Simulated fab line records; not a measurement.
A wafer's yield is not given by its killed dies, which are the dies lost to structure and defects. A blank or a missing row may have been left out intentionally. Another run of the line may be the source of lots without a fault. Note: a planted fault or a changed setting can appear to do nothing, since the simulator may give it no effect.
fab line records	flow n5_finfet
record: lots: 12	wafers: 34	last_day: 18
route steps=1938 shown HKMG_FIN@405 PASSIVATION@1936
lots untouched by any fault: they come from a run of this same line in which no faults occurred
start_h: hours from the record's first day to the start of the lot's first wafer shown	wait_h: hours elapsed since this lot's preceding step	" as in the row above	L1.1+2: several wafers, shown together as one row	- no value, or no start was given	* or withheld: withheld	< > ~ a bound
route shown NAME@n: names a module that has steps shown in the file, with the first one's number in the route	usual: the fault-free wafers' mean and standard deviation	same: alike in all rows	chamber/n: place in a boat	sites: per-site readings	_std_site: the standard deviation of these	_edge_site: outer sites' mean less inner sites'	radius_mm: how far each site lies from the wafer's centre	mask NAME#n: copy n	behind: the last tool/chamber to shape the wafer	hold: why the lot was held/for how many hours/how that ended	device: whichever transistor did not switch (one of n, p or np)	end of line: at the end of the route, the tests of the same wafers	step lacking rows: just its recipe	killed: dies that structure and defects cost at the first sort, which is not the same as the wafer's yield	map: a wafer's dies, marking killed ones x, the rest . and places with no die _
set.NAME: the setting that was run; set.NAME@STEP: the one run at that earlier step	model.NAME: the simulator's own value behind a step, which no gauge read
the route's steps for a sample of lots (tables are steps, rows are wafers)
services: a tool's chamber out of use, with start hour (start_h, from the record's first day; less than 0 if before it), hours out, and reason
== steps ==
step: N5_HKMG_FIN_STRIP_57
recipe: chemistry: CF4	resist: SiARC	power_w: 300	bias_power_w: 75	pressure_mtorr: 50	cf4_flow_sccm: 150	rf_frequency_hz: 6e+07
usual: cf4_flow_sccm: 150.0/0.45	drypump_motor_current_A: 5.6/0.43	oes_product_au: 0.80/0.093	rf_vpp_V: 271.5/1.2	showerhead_plenum_p_Torr: 1.81/0.045	throttle_valve_pct: 13.54/0.25
lot.wafer	tool	chamber	start_h	wait_h	cf4_flow_sccm	drypump_motor_current_A	oes_product_au	rf_hours_counter_h	rf_vpp_V	showerhead_plenum_p_Torr	throttle_valve_pct
L432.3	rie_diel-01	0	72.88	0.0	150.3	5.4	0.91	24	272.6	1.84	13.32
L432.4	"	2	"	"	150.6	4.9	0.68	248	272.5	1.82	13.66
L432.5	"	0	"	"	150.4	5.4	0.91	-	271.7	1.84	13.32
L433.2	rie_diel-01	3	77.05	0.0	150.1	5.6	0.71	180	272.4	1.86	13.78
L433.3	"	1	"	"	150.7	6.1	0.88	38	271.6	1.83	13.44
L433.5	"	2	"	"	150.2	4.9	0.67	-	270.5	1.81	13.67
L434.1	rie_diel-05	3	83.71	0.0	150.7	6.3	0.69	207	272.0	1.84	13.76
L434.2	"	2	"	"	149.8	5.8	0.94	11	270.7	1.77	13.52
L434.4	"	1	"	"	149.9	5.9	0.97	2	270.5	1.76	13.40
L436.2	rie_diel-05	0	94.75	0.0	150.1	5.8	0.82	65	272.4	1.81	13.11
L436.3	"	1	"	"	149.8	5.9	0.96	4	269.8	1.75	13.41
L436.6	"	3	"	"	149.9	6.3	0.70	-	273.0	1.84	13.76
L444.1	rie_diel-05	2	147.99	0.0	150.3	5.8	0.87	38	270.4	1.76	13.61
L444.4	"	1	"	"	150.5	5.8	0.90	25	270.9	1.75	13.44
L444.6	"	1	"	"	150.0	5.8	0.90	-	270.4	1.75	13.45
L445.1	rie_diel-01	0	153.73	0.0	148.9	5.4	0.86	56	269.6	1.83	13.41
L445.2	"	1	"	"	149.8	6.1	0.83	72	272.5	1.82	13.53
L445.3	"	3	"	"	150.5	5.6	0.68	214	271.8	1.85	13.86
L447.4	rie_diel-06	2	161.95	0.0	150.1	5.2	0.87	-	272.3	1.89	13.32
L447.5	"	1	"	"	149.7	6.2	0.72	-	269.5	1.72	13.69
L447.6	"	3	"	"	150.0	5.1	0.70	-	272.6	1.85	13.91
L449.1	rie_diel-01	0	171.97	0.0	150.9	5.4	0.85	62	270.3	1.83	13.43
L449.3	"	1	"	"	150.4	6.1	0.82	79	271.5	1.82	13.53
L449.6	"	2	"	"	150.0	4.9	0.91	-	272.6	1.81	13.14
L451.4	rie_diel-01	1	188.45	0.0	149.7	6.1	0.82	85	271.6	1.82	13.56
L451.6	"	3	"	"	149.5	5.6	0.68	-	272.5	1.85	13.89
L452.2	rie_diel-06	3	193.11	0.0	150.2	5.1	0.96	1	272.9	1.85	13.37
L452.3	"	1	"	"	149.7	6.1	0.71	216	269.7	1.71	13.71
L452.6	"	0	"	"	150.2	5.3	0.73	-	272.1	1.80	13.80
L455.2	rie_diel-06	2	212.34	0.0	149.6	5.2	0.84	63	274.1	1.89	13.37
L455.3	"	3	"	"	148.9	5.1	0.93	7	271.6	1.84	13.37
L455.5	"	2	"	"	149.7	5.2	0.83	-	273.1	1.89	13.38
L454.4	rie_diel-01	2	213.04	0.0	150.0	4.9	0.88	40	270.7	1.80	13.18
L454.6	"	1	"	"	150.3	6.1	0.82	-	271.4	1.81	13.57
step: N5_HKMG_FIN_WET_ETCH_76
recipe: chemistry: dNH4OH	mix: 1:50	temp_c: 25	target: Al2O3	stop_on: La2O3	target_depth_nm: 2.25	dry: ipa_marangoni	rinse_time_s: 30	rinse_temp_c: 23
lot.wafer	tool	chamber	start_h	wait_h
L432.3+4+5	wet_bench-05	0,4,3	73.40	0.1
L433.2+3+5	wet_bench-06	5,7,1	77.57	0.1
L434.1+2+4	wet_bench-01	2,3,7	84.24	0.1
L436.2+3+6	wet_bench-01	4,2,7	95.28	0.1
L444.1+4+6	wet_bench-06	5,7,6	148.52	0.1
L445.1+2+3	wet_bench-06	7,1,5	154.26	0.1
L447.4+5+6	wet_bench-05	5,1,0	162.47	0.0
L449.1+3+6	wet_bench-01	0,6,2	172.50	0.1
L451.4+6	wet_bench-01	6,2	188.98	0.1
L452.2+3+6	wet_bench-05	1,7,3	193.64	0.1
L455.2+3+5	wet_bench-01	2,1,0	212.87	0.1
L454.4+6	wet_bench-01	0,7	213.57	0.1
step: N5_HKMG_FIN_OVL_MEAS_13
recipe: points_per_wafer: 44
usual: NWFM_OVL: 0.3/0.63
lot.wafer	tool	chamber	start_h	wait_h	NWFM_OVL[nm]
L432.3	overlay-02	0	75.91	0.0	0.8
L432.4	"	0	"	"	0.0
L432.5	"	0	"	"	1.5
L433.2	overlay-02	0	80.09	0.0	-0.1
L433.3	"	0	"	"	0.5
L433.5	"	0	"	"	0.4
L434.1	overlay-02	0	86.70	0.0	-0.5
L434.2	"	0	"	"	-1.2
L434.4	"	0	"	"	-1.0
L436.2	overlay-01	0	97.79	0.0	0.6
L436.3	"	0	"	"	0.6
L436.6	"	0	"	"	0.1
L444.1	overlay-01	0	151.23	0.0	0.6
L444.4	"	0	"	"	1.0
L444.6	"	0	"	"	0.9
L445.1	overlay-01	0	156.77	0.0	1.0
L445.2	"	0	"	"	0.3
L445.3	"	0	"	"	-0.9
L447.4	overlay-01	0	164.85	0.0	0.0
L447.5	"	0	"	"	-0.2
L447.6	"	0	"	"	-0.5
L449.1	overlay-01	0	175.01	0.0	-0.1
L449.3	"	0	"	"	0.9
L449.6	"	0	"	"	0.1
L451.4	overlay-02	0	191.77	0.0	1.7
L451.6	"	0	"	"	1.4
L452.2	overlay-02	0	196.45	0.0	-0.7
L452.3	"	0	"	"	-0.5
L452.6	"	0	"	"	-0.5
L455.2	overlay-01	0	215.27	0.0	-0.1
L455.3	"	0	"	"	0.6
L455.5	"	0	"	"	1.2
L454.4	overlay-01	0	216.02	0.0	0.6
L454.6	"	0	"	"	1.7
step: N5_HKMG_FIN_INSPECT_14
recipe: mode: adi	inspect_instrument: macro
usual: raw_defect_count: 2.2/1.3
lot.wafer	tool	chamber	start_h	wait_h	raw_defect_count
L432.3	defect_inspect-01	-	75.94	0.0	1
L432.4	"	-	"	"	3
L432.5	"	-	"	"	1
L433.2	defect_inspect-01	-	80.11	0.0	0
L433.3	"	-	"	"	1
L433.5	"	-	"	"	3
L434.1	defect_inspect-02	-	86.72	0.0	2
L434.2	"	-	"	"	3
L434.4	"	-	"	"	1
L436.2	defect_inspect-01	-	97.82	0.0	2
L436.3	"	-	"	"	2
L436.6	"	-	"	"	2
L444.1	defect_inspect-01	-	151.25	0.0	>300
L444.4	"	-	"	"	>300
L444.6	"	-	"	"	>300
L445.1	defect_inspect-01	-	156.80	0.0	>300
L445.2	"	-	"	"	>300
L445.3	"	-	"	"	>300
L447.4	defect_inspect-01	-	164.88	0.0	1
L447.5	"	-	"	"	1
L447.6	"	-	"	"	4
L449.1	defect_inspect-01	-	175.03	0.0	3
L449.3	"	-	"	"	2
L449.6	"	-	"	"	3
L451.4	defect_inspect-01	-	191.80	0.0	3
L451.6	"	-	"	"	4
L452.2	defect_inspect-01	-	196.47	0.0	0
L452.3	"	-	"	"	3
L452.6	"	-	"	"	1
L455.2	defect_inspect-01	-	215.29	0.0	5
L455.3	"	-	"	"	1
L455.5	"	-	"	"	2
L454.4	defect_inspect-02	-	216.04	0.0	3
L454.6	"	-	"	"	3
step: N5_HKMG_FIN_ETCH_32
recipe: chemistry: N2/H2	target: SOC	target_depth_a: 2400	temp_c: 40	time_s: 300	ion_energy_ev: 200	mask_material: SiARC	pressure_mtorr: 30	source_w: 840	bias_w: 150	n2_flow_sccm: 200	h2_flow_sccm: 200
usual: drypump_motor_current_A: 5.7/0.4	oes_product_au: 0.83/0.099	rf_vpp_V: 524.4/1.9	showerhead_plenum_p_Torr: 2.56/0.074	throttle_valve_pct: 17.81/0.18
lot.wafer	tool	chamber	start_h	wait_h	drypump_motor_current_A	oes_product_au	rf_hours_counter_h	rf_vpp_V	showerhead_plenum_p_Torr	throttle_valve_pct
L432.3	rie_diel-01	2	76.06	0.0	4.9	0.69	249	525.7	2.61	17.99
L432.4	"	0	"	"	5.4	0.93	25	525.1	2.58	17.52
L432.5	"	0	"	"	5.4	0.93	-	526.4	2.58	17.55
L433.2	rie_diel-05	3	80.27	0.0	6.3	0.71	206	526.7	2.64	18.05
L433.3	"	1	"	"	5.8	1.01	0	523.3	2.48	17.78
L433.5	"	1	"	"	5.9	1.00	-	522.7	2.48	17.76
L434.1	rie_diel-06	3	86.85	0.0	5.1	0.72	235	525.3	2.60	17.99
L434.2	"	1	"	"	6.2	0.72	183	521.4	2.42	17.91
L434.4	"	2	"	"	5.3	0.91	24	527.1	2.70	17.62
L436.2	rie_diel-01	3	97.94	0.0	5.6	0.71	189	525.7	2.63	17.96
L436.3	"	0	"	"	5.4	0.92	34	524.9	2.57	17.55
L436.6	"	1	"	"	6.1	0.90	-	524.3	2.56	17.68
L444.1	rie_diel-01	3	151.38	0.0	5.6	0.69	213	524.8	2.62	18.03
L444.4	"	2	"	"	4.9	0.97	17	524.8	2.60	17.61
L444.6	"	2	"	"	4.9	0.97	-	525.6	2.60	17.60
L445.1	rie_diel-06	3	156.92	0.0	5.1	0.71	246	525.2	2.60	17.99
L445.2	"	0	"	"	5.3	0.75	151	525.7	2.56	18.16
L445.3	"	1	"	"	6.2	0.71	198	519.6	2.41	17.96
L447.4	rie_diel-01	1	165.00	0.0	6.1	0.84	77	526.2	2.55	17.72
L447.5	"	2	"	"	4.9	0.95	-	524.9	2.60	17.61
L447.6	"	1	"	"	6.1	0.85	-	524.0	2.55	17.72
L449.1	rie_diel-05	0	175.32	0.0	5.7	0.80	96	525.0	2.59	17.61
L449.3	"	1	"	"	5.9	0.90	36	523.3	2.47	17.85
L449.6	"	2	"	"	5.8	0.90	-	521.8	2.48	17.86
L451.4	rie_diel-01	0	191.92	0.0	5.4	0.86	69	525.4	2.56	17.64
L451.6	"	3	"	"	5.6	0.67	-	525.3	2.61	18.04
L452.2	rie_diel-06	3	196.60	0.0	5.1	0.98	3	525.7	2.60	17.63
L452.3	"	0	"	"	5.3	0.74	165	524.1	2.55	18.18
L452.6	"	1	"	"	6.2	0.70	-	520.4	2.40	17.97
L455.2	rie_diel-05	3	215.42	0.0	6.3	0.96	2	525.2	2.62	17.73
L455.3	"	2	"	"	5.8	0.86	61	521.2	2.47	17.87
L455.5	"	0	"	"	5.7	0.78	-	524.1	2.58	17.64
L454.4	rie_diel-01	0	216.17	0.0	5.4	0.85	78	523.4	2.56	17.62
L454.6	"	1	"	"	6.1	0.84	-	524.5	2.54	17.77
step: N5_PASSIVATION_PROBE_49
usual: killed_at_M0_to_M3: 31/11	killed_at_M4_up: 14/5.1	killed_at_contacts: 12/5.6	killed_at_front_end: 42/12	killed_at_other: 3.8/2.9	killed_dies: 103/18	killed_open: 67/14	killed_short: 33/8
same: gross_dies: 1180	killed_at_back_side: 0
lot.wafer	tool	chamber	start_h	wait_h	killed_at_M0_to_M3	killed_at_M4_up	killed_at_contacts	killed_at_front_end	killed_at_other	killed_dies	killed_open	killed_short
L444.1	prober-01	-	364.25	0.0	25	15	17	176	2	235	67	41
L444.4	prober-01	-	364.40	0.2	15	20	16	161	1	213	58	32
L444.6	prober-01	-	364.50	0.3	22	12	10	108	2	154	57	34
L447.4	prober-01	-	368.49	0.2	34	12	6	44	12	108	66	42
L447.5	prober-01	-	368.54	0.2	20	17	16	41	2	96	77	19
L447.6	prober-01	-	368.59	0.3	32	17	9	34	8	100	69	31
L445.1	prober-02	-	374.03	0.0	32	10	12	182	8	244	80	44
L445.2	prober-02	-	374.08	0.1	22	9	16	139	5	191	77	44
L445.3	prober-02	-	374.13	0.1	25	6	6	177	8	222	81	24
L451.4	prober-02	-	386.04	0.2	16	14	5	38	8	81	55	26
L451.6	prober-02	-	386.14	0.3	12	21	9	26	4	72	47	19
L452.2	prober-01	-	407.40	0.1	52	19	26	55	4	156	106	48
L452.3	prober-01	-	407.45	0.1	22	17	30	47	12	128	76	49
L452.6	prober-01	-	407.60	0.3	38	14	23	37	3	115	85	29
killed by level:class
L444.1 HKMG_FIN:unspecified=124 MOL_CONTACT_COAG:geometric_particle:open=15 STI_FIN_REVEAL:geometric_particle:open=12 GATE_CUT:geometric_particle:open=10 GATE_CUT:geometric_particle:short=8 BEOL_M2:geometric_particle:short=7 FIN_SAQP:geometric_particle:short=6 FIN_SAQP:geometric_particle:open=6
L444.4 HKMG_FIN:unspecified=122 FIN_SAQP:geometric_particle:open=14 MOL_CONTACT_COAG:geometric_particle:open=14 FIN_SAQP:geometric_particle:short=6 GATE_CUT:geometric_particle:short=6 BEOL_M4:geometric_particle:open=5 BEOL_M1:geometric_particle:open=4 BEOL_M2:geometric_particle:short=4
L444.6 HKMG_FIN:unspecified=61 STI_FIN_REVEAL:geometric_particle:open=17 MOL_CONTACT_COAG:geometric_particle:open=7 FIN_SAQP:geometric_particle:open=5 BEOL_M1:geometric_particle:short=5 FIN_SAQP:geometric_particle:short=4 BEOL_M3:geometric_particle:open=4 BEOL_M4:geometric_particle:open=4
L447.4 STI_FIN_REVEAL:geometric_particle:open=16 BEOL_M0_SAQP:geometric_particle:short=12 BEOL_M2:geometric_particle:open=8 FIN_SAQP:geometric_particle:open=6 BEOL_M0_SAQP:geometric_particle:open=6 BEOL_M1:geometric_particle:open=6 FIN_SAQP:geometric_particle:short=5 MOL_CONTACT_COAG:geometric_particle:open=5
L447.5 STI_FIN_REVEAL:geometric_particle:open=16 MOL_CONTACT_COAG:geometric_particle:open=15 FIN_SAQP:geometric_particle:open=10 BEOL_M4:geometric_particle:open=9 BEOL_M0_SAQP:geometric_particle:open=5 BEOL_M5:geometric_particle:open=5 FIN_SAQP:geometric_particle:short=4 BEOL_M1:geometric_particle:open=4
L447.6 BEOL_M1:geometric_particle:open=12 FIN_SAQP:geometric_particle:open=10 STI_FIN_REVEAL:geometric_particle:open=10 BEOL_M4:geometric_particle:open=9 MOL_CONTACT_COAG:geometric_particle:open=6 BEOL_M0_SAQP:geometric_particle:short=6 BEOL_M0_SAQP:geometric_particle:open=5 BEOL_M1:geometric_particle:short=5
L445.1 HKMG_FIN:unspecified=120 FIN_SAQP:geometric_particle:open=16 STI_FIN_REVEAL:geometric_particle:open=14 FIN_SAQP:geometric_particle:short=10 MOL_CONTACT_COAG:geometric_particle:open=9 BEOL_M1:geometric_particle:open=7 BEOL_M0_SAQP:geometric_particle:short=6 BEOL_M0_SAQP:geometric_particle:open=6
L445.2 HKMG_FIN:unspecified=68 FIN_SAQP:geometric_particle:open=28 FIN_SAQP:geometric_particle:short=13 MOL_CONTACT_COAG:geometric_particle:open=9 STI_FIN_REVEAL:geometric_particle:open=8 MOL_CONTACT_COAG:geometric_particle:short=7 DUMMY_GATE:geometric_particle:open=6 BEOL_M1:geometric_particle:open=6
L445.3 HKMG_FIN:unspecified=115 STI_FIN_REVEAL:geometric_particle:open=28 FIN_SAQP:geometric_particle:open=15 BEOL_M1:geometric_particle:open=8 MOL_CONTACT_COAG:geometric_particle:open=6 FIN_SAQP:geometric_particle:short=5 BEOL_M0_SAQP:geometric_particle:open=5 BEOL_M0_SAQP:geometric_particle:short=4
L451.4 STI_FIN_REVEAL:geometric_particle:open=13 FIN_SAQP:geometric_particle:short=9 BEOL_M0_SAQP:geometric_particle:open=7 MOL_CONTACT_COAG:geometric_particle:open=5 FIN_SAQP:geometric_particle:open=4 DUMMY_GATE:geometric_particle:open=4 BEOL_M0:geometric_particle:open=4 BEOL_M4:geometric_particle:open=4
L451.6 BEOL_M4:geometric_particle:open=14 MOL_CONTACT_COAG:geometric_particle:open=7 HKMG_FIN:area_etch=6 STI_FIN_REVEAL:geometric_particle:open=3 STARTING-WAFER:geometric_particle:open=3 BEOL_M0_SAQP:geometric_particle:open=3 BEOL_M0:geometric_particle:open=3 BEOL_M3:geometric_particle:short=3
L452.2 FIN_SAQP:geometric_particle:open=21 MOL_CONTACT_COAG:geometric_particle:open=20 FIN_SAQP:geometric_particle:short=14 BEOL_M4:geometric_particle:open=14 BEOL_M2:geometric_particle:open=11 BEOL_M3:geometric_particle:open=11 BEOL_M0_SAQP:geometric_particle:open=8 BEOL_M2:geometric_particle:short=8
L452.3 MOL_CONTACT_COAG:geometric_particle:open=18 FIN_SAQP:geometric_particle:short=14 FIN_SAQP:geometric_particle:open=13 MOL_CONTACT_COAG:geometric_particle:short=12 PAD_METAL:geometric_particle:open=7 GATE_CUT:geometric_particle:short=6 BEOL_M3:geometric_particle:open=6 BEOL_M1:geometric_particle:open=5
L452.6 MOL_CONTACT_COAG:geometric_particle:open=20 BEOL_M2:geometric_particle:open=14 FIN_SAQP:geometric_particle:open=13 FIN_SAQP:geometric_particle:short=13 BEOL_M3:geometric_particle:open=8 BEOL_M1:geometric_particle:open=7 BEOL_M4:geometric_particle:open=5 BEOL_M0_SAQP:geometric_particle:open=4
== services ==
tool	chamber	start_h	hours	kind
rie_diel-05	1	58.41	-	clean
rie_diel-05	1	58.41	-	consumable_replace:focus_ring
rie_diel-05	1	58.41	20.7	scheduled_down
rie_diel-05	1	58.41	20.7	vent_cycle
rie_diel-01	2	79.53	-	clean
rie_diel-01	2	79.53	-	consumable_replace:focus_ring
rie_diel-01	2	79.53	25.2	scheduled_down
rie_diel-01	2	79.53	25.2	vent_cycle
rie_diel-05	1	89.71	3.3	repair
rie_diel-06	3	100.54	10.5	repair
rie_diel-06	-	125.58	28.1	pm
rie_diel-01	2	128.72	2.3	repair
wet_bench-06	-	138.05	2.8	repair
rie_diel-06	3	166.60	-	clean
rie_diel-06	3	166.60	-	consumable_replace:focus_ring
rie_diel-05	3	194.37	-	clean
rie_diel-05	3	194.37	-	consumable_replace:focus_ring
rie_diel-05	3	194.37	13.7	scheduled_down
rie_diel-05	3	194.37	13.7	vent_cycle
== key ==
first_sign: step: N5_HKMG_FIN_INSPECT_14	reading: raw_defect_count	direction: up	sigmas: 99+	usual: 2.2	struck: >300
effect: step: N5_PASSIVATION_PROBE_49	reading: killed_at_front_end	direction: up	sigmas: 9.3	usual: 42	struck: 157
more_kills_born_at: N5_HKMG_FIN_WET_ETCH_76@wet_bench-06: 610
met_at N5_HKMG_FIN_WET_ETCH_76
struck_lots L444,L445
tester_left_out L444,L445
not_acting_at N5_HKMG_FIN_STRIP_57,N5_HKMG_FIN_OVL_MEAS_13,N5_HKMG_FIN_ETCH_32
onset_between 77.57 148.52
fault: kind: chamber_particle_source	tool: wet_bench-06	chamber: -	onset_h: 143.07	steps: N5_HKMG_FIN_WET_ETCH_76	rate_per_visit_cm2: 0.88006	end_h: 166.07
tester_left_out: of these lots the tester's yield and bins aren't shown, on N5 and GAA mostly nor the transistor test; their killed dies are dies lost to structure and defects alone, not to doping, threshold or leakage, so they don't give the yield
